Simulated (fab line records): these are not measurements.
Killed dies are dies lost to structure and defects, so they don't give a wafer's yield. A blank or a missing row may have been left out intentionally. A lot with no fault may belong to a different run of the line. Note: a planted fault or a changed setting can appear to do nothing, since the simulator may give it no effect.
Struck lot and sound lot, side by side    flow n5Finfet    35 out of 1938 route steps
Sound: the wafers L629.1, L629.4, L629.6. Wafers struck: L617.1, L617.2, L617.6. The cause is named last.
Each step with rows lists, per side, the tool, then ch with its chambers, then its first start. Under that, the readings that differ: sound wafers    struck wafers    difference of the means    sigmas: that difference in standard deviations of wafers without a fault.
alike: readings with means less than 2 such deviations apart, plus words and numbers identical on both sides. not compared: withheld readings, readings lacking a value on some wafer, bounds such as >300 that could conceal the same value, and numbers that have no deviation in the record and whose values overlap.
A row with sigmas, a row that says differs or no value, or rows on one side alone: a step with any of these is where the two part. Non-overlapping numbers with no deviation appear without sigmas and do not part them. Lack of a reading on every wafer of one side parts them only where that side has two or more wafers.

first, 12 steps without rows for these wafers: N5_SD_EPI_P_STRIP_38 (strips in N2/H2); N5_SD_EPI_P_ETCHBACK_46 (etches SiNx in CH3F/O2, stops on SiO2, target depth 17.5 nm); N5_SD_EPI_P_ETCH_47 (etches SiOCN in CH3F/O2, target depth 25 nm); N5_SD_EPI_P_ETCH_16 (etches SiO2 in CHF3/O2, target depth 5 nm); N5_SD_EPI_P_STRIP_50 (strips in CHF3/O2); N5_SD_EPI_P_SD_RECESS_17 (chemistry HBr/Cl2/O2, target depth 39.1 nm, bt time 3 s); N5_SD_EPI_P_WET_ETCH_45 (etches SiO2 in dHF, time 10.7 s, target depth 2 nm, rinse time 30 s); N5_SD_EPI_P_STRIP_40 (strips in N2/H2); N5_SD_EPI_P_PRECLEAN_52 (cleans in O3/DIW, time 60 s); N5_SD_EPI_P_SRD_20 (time 30 s); N5_SD_EPI_P_PRECLEAN_51 (cleans in NF3:NH3, afs cycles 1, time 20 s, sublimation time 60 s); N5_SD_EPI_P_VAPOR_ETCH_44 (etches SiGe30 in NF3/Ar, time 3.3 s).
N5_SD_EPI_P_EPI_21: deposits SiGe:B, time 355 s.
  sound on epiRpcvd-02 ch 0, day 9 04:10; struck on epiRpcvd-03 ch 0, day 6 01:11
reading                                     sound                 struck                difference  sigmas
susceptorTempC (C)                          550.16 550.02 549.84  568.97 569.00 569.21  +19.05      +76
susceptor_temp_C_max                        550.9 550.9 550.7     570.2 570.2 570.2     +19.4       +30
model.SiGe-B_of_SD_EPI_P_EPI_21.thkNm (nm)  60.4 61.4 60.8        90 90.8 90.4          +30         
N5_SD_EPI_P_EPI_MEAS_23:
  struck on filmMetro-02, day 6 03:25; sound on filmMetro-01, day 9 07:05
reading     sound           struck          difference  sigmas
thkNm (nm)  58.4 61.5 61.4  91.8 90.0 90.1  +30.2       +23
then, 20 steps without rows for these wafers: N5_SD_EPI_P_HM_STRIP_48 (strips SiNx in H3PO4, material SiNx, target depth 3 nm); N5_SD_EPI_P_SRD_49 (time 30 s); N5_SD_EPI_P_PRECLEAN_24 (cleans in O3/DIW, time 45 s); N5_SD_EPI_P_PRECLEAN_32 (cleans in dHF, time 10 s); N5_SD_EPI_P_PRECLEAN_33 (cleans in SC2, time 45 s); N5_SD_EPI_P_SRD_25 (time 30 s); N5_SD_ACTIVATION_RTA_00 (time 0 s); N5_SD_ACTIVATION_LSA_01 (time 0.0008 s); N5_ILD0_LINER_00 (material SiNx, target thk 4 nm, pulse time 1 s, purge time 2 s); N5_ILD0_FCVD_FILL_01 (material SiO2 flowable, target thk 200 nm, time 328.3 s); N5_ILD0_CURE_02 (time 1800 s); N5_ILD0_CMP_03 (polishes, stops on SiNx, t overpolish 1.9 s, target thk 197.38 nm); N5_ILD0_CMP_07 (polishes SiO2 flowable, stops on poly-Si, t overpolish 1.18 s, target thk 138.88 nm); N5_ILD0_PRECLEAN_10 (cleans in NF3:NH3, afs cycles 5, time 20 s, sublimation time 60 s); N5_ILD0_ALD_15 (deposits SiNx, target thk 24 nm, pulse time 1 s, ald cycles 480); N5_ILD0_CMP_12 (polishes SiNx, stops on poly-Si, t overpolish 6 s, target thk 17.67 nm); N5_SDB_HM_DEP_00 (deposits SiNx from SiH4/NH3/N2, target thk 40 nm, time 35.3 s); N5_SDB_COAT_03 (time 60 s, resist thk 100 nm); N5_SDB_COAT_04 (time 60 s, resist thk 18 nm); N5_SDB_COAT_05 (resist thk 90 nm).
N5_MOL_CONTACT_COAG_ETCH_110: etches Si in CF4/O2, target depth 2.5 nm, time 8 s.
  sound on rieDiel-01 ch 0,3, day 10 17:27; struck on rieDiel-04 ch 1,3, day 7 09:37
reading                                     sound           struck          difference  sigmas
model.SiGe-B_of_SD_EPI_P_EPI_21.thkNm (nm)  57.4 58.4 57.8  85.8 86.6 86.2  +28.3       
  alike: drypumpMotorCurrentA, oesProductAu, rfFwdPowerW, rfVppV, showerheadPlenumPTorr, throttleValvePct
  not compared: rfHoursCounterH

## WHERE THEY PART
Last at N5_SD_EPI_P_EPI_MEAS_23 as far as this record goes, first at N5_SD_EPI_P_EPI_21. Later steps at which nothing parts them and some readings are alike: N5_MOL_CONTACT_COAG_ETCH_110.

WHY: the cause the simulator had injected
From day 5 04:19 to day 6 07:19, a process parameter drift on epiRpcvd-03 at N5_SD_EPI_P_EPI_21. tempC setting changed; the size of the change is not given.
